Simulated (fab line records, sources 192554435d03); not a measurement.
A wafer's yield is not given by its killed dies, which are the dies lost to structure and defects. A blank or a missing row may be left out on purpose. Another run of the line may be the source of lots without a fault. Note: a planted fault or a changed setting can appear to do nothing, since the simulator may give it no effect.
Matching of chambers | flow n5-finfet | 3 sister chambers for N5_BEOL_M13_DEP_53 on pecvd-03
The step deposits SiCN from 3MS/NH3, target thk 50 nm, time 17.8 s. 18 wafers are shown with their chamber, then 9 later ones without.

## EACH WAFER AND ITS CHAMBER
wafer  | chamber | throttle-valve-pct (%) | showerhead-plenum-p-Torr (Torr)
L076.2 | 2       | 17.5                   | 4.205
L076.5 | 1       | 19.1                   | 4.140
L076.6 | 0       | 18.5                   | 4.138
L074.3 | 0       | 18.6                   | 4.146
L074.4 | 0       | 18.6                   | 4.148
L074.5 | 1       | 19.1                   | 4.154
L085.2 | 0       | 18.4                   | 4.150
L085.3 | 1       | 18.7                   | 4.156
L085.6 | 2       | 17.4                   | 4.206
L084.1 | 1       | 19.1                   | 4.151
L084.2 | 0       | 18.4                   | 4.141
L084.3 | 2       | 17.4                   | 4.216
L084.4 | 0       | 18.6                   | 4.142
L084.5 | 2       | 17.6                   | 4.197
L084.6 | 1       | 18.8                   | 4.151
L086.3 | 1       | 19.1                   | 4.151
L086.5 | 0       | 18.2                   | 4.154
L086.6 | 1       | 19.0                   | 4.150

SIGNATURES (means of the wafers above)
reading                  | chamber 0 | chamber 1 | chamber 2 | scatter within a chamber
throttle-valve-pct       | 18.471    | 18.986    | 17.475    | 0.148
showerhead-plenum-p-Torr | 4.14557   | 4.15043   | 4.20600   | 0.00591
Rule: for a wafer and a chamber, the distance is found by dividing, reading by reading, the gap between the wafer's reading and the chamber's mean by the reading's scatter, squaring, summing and taking the root. The wafer belongs to the nearest chamber; if the next one is less than 2 further off, it can't be placed. How the scatter is found: for the shown wafers, subtract from each reading the mean of its chamber, square and add these, divide the total by (wafers less chambers), then take the root.

## WAFERS MISSING THEIR CHAMBER
wafer  | throttle-valve-pct (%) | showerhead-plenum-p-Torr (Torr)
L090.2 | 18.5                   | 4.163
L090.3 | 17.7                   | 4.215
L090.6 | 18.5                   | 4.148
L095.1 | 18.4                   | 4.139
L095.3 | 17.9                   | 4.199
L095.6 | 18.5                   | 4.155
L096.1 | 17.8                   | 4.198
L096.5 | 18.5                   | 4.147
L096.6 | 17.5                   | 4.205

## EACH ONE'S CHAMBER
wafer  | from the rows above     | in truth
L090.2 | can't be placed: 0 or 1 | 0
L090.3 | 2                       | 2
L090.6 | 0                       | 0
L095.1 | 0                       | 0
L095.3 | 2                       | 2
L095.6 | can't be placed: 0 or 1 | 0
L096.1 | 2                       | 2
L096.5 | 0                       | 0
L096.6 | 2                       | 2
Placed correctly: 7 of 9. Unplaceable from these rows: 2, with the true chamber sitting among the candidates in 2. 0 placed wrongly.
